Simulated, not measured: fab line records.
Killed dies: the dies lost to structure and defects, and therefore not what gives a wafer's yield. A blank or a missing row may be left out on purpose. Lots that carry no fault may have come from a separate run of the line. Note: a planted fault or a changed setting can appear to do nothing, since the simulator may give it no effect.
What tool caused it? :: flow nand_harc :: 18 wafers from 6 lots sampled at 3 of the route's 1159 steps

== WHAT THE GAUGES READ, wafer by wafer ==
NHARC_A_ZERO_WELL_CD_MEAS_10: the cd target is 2000 nm.
lot: L444
measured: day 6 18:12
on: cd_sem-03
cd_nm (nm): 2001.1 2001.1 2000.9

lot: L445
measured: day 7 08:23
on: cd_sem-02
cd_nm (nm): 2000.1 2001.0 2001.0

lot: L451
measured: day 8 14:37
on: cd_sem-03
cd_nm (nm): 2000.8 2002.4 2002.0

lot: L452
measured: day 8 22:15
on: cd_sem-03
cd_nm (nm): 2001.2 2000.4 1997.8

lot: L457
measured: day 10 06:56
on: cd_sem-02
cd_nm (nm): 2000.0 2001.3 2001.5

lot: L463
measured: day 11 16:01
on: cd_sem-03
cd_nm (nm): 1999.9 2000.9 1999.4

== EACH LOT AND THE TOOL THAT RAN IT (in order: tool; ch and the chambers of the sampled wafers; start) ==
lot: L444
NHARC_P_M2_DEP_33: pecvd-02 ch 0,1, day 6 12:40
NHARC_P_BONDPAD_DESCUM_11: rie_diel-08 ch 0,1,3, day 6 14:23

lot: L445
NHARC_P_M2_DEP_33: pecvd-03 ch 1,2, day 7 02:34
NHARC_P_BONDPAD_DESCUM_11: rie_diel-03 ch 1,3, day 7 04:26

lot: L451
NHARC_P_M2_DEP_33: pecvd-01 ch 0,2, day 8 08:50
NHARC_P_BONDPAD_DESCUM_11: rie_diel-03 ch 1,2,3, day 8 10:40

lot: L452
NHARC_P_M2_DEP_33: pecvd-02 ch 0,1,2, day 8 16:55
NHARC_P_BONDPAD_DESCUM_11: rie_diel-03 ch 0,1,2, day 8 18:31

lot: L457
NHARC_P_M2_DEP_33: pecvd-02 ch 0,1, day 10 00:09
NHARC_P_BONDPAD_DESCUM_11: rie_diel-08 ch 1,3, day 10 01:57

lot: L463
NHARC_P_M2_DEP_33: pecvd-03 ch 0,2, day 11 10:16
NHARC_P_BONDPAD_DESCUM_11: rie_diel-03 ch 0,3, day 11 12:07
- NHARC_P_M2_DEP_33: deposits SiCN, target thk 30 nm.
- NHARC_P_BONDPAD_DESCUM_11: chemistry O2, time 3 s.

== THE ANSWER, worked out from the rows above alone ==
Rule: what is usual is taken from the lots themselves. The widest of any qualifying gaps counts: lots, ordered by their means at a reading, are off when they make up no more than a third of the lots, leave a main group of 4 or more, and stand apart from it by 3 or more times the standard deviation of that group's means. If all means in a main group match to the digits the tables above print for the reading, that group is not used. Also off: a lot with no number at a reading for which 4 or more lots have one. The other lots that the step has rows for count as sound.
Nothing can be told from this: no lot is off at any reading shown.

== WHAT WAS PUT IN BY THE SIMULATOR ==
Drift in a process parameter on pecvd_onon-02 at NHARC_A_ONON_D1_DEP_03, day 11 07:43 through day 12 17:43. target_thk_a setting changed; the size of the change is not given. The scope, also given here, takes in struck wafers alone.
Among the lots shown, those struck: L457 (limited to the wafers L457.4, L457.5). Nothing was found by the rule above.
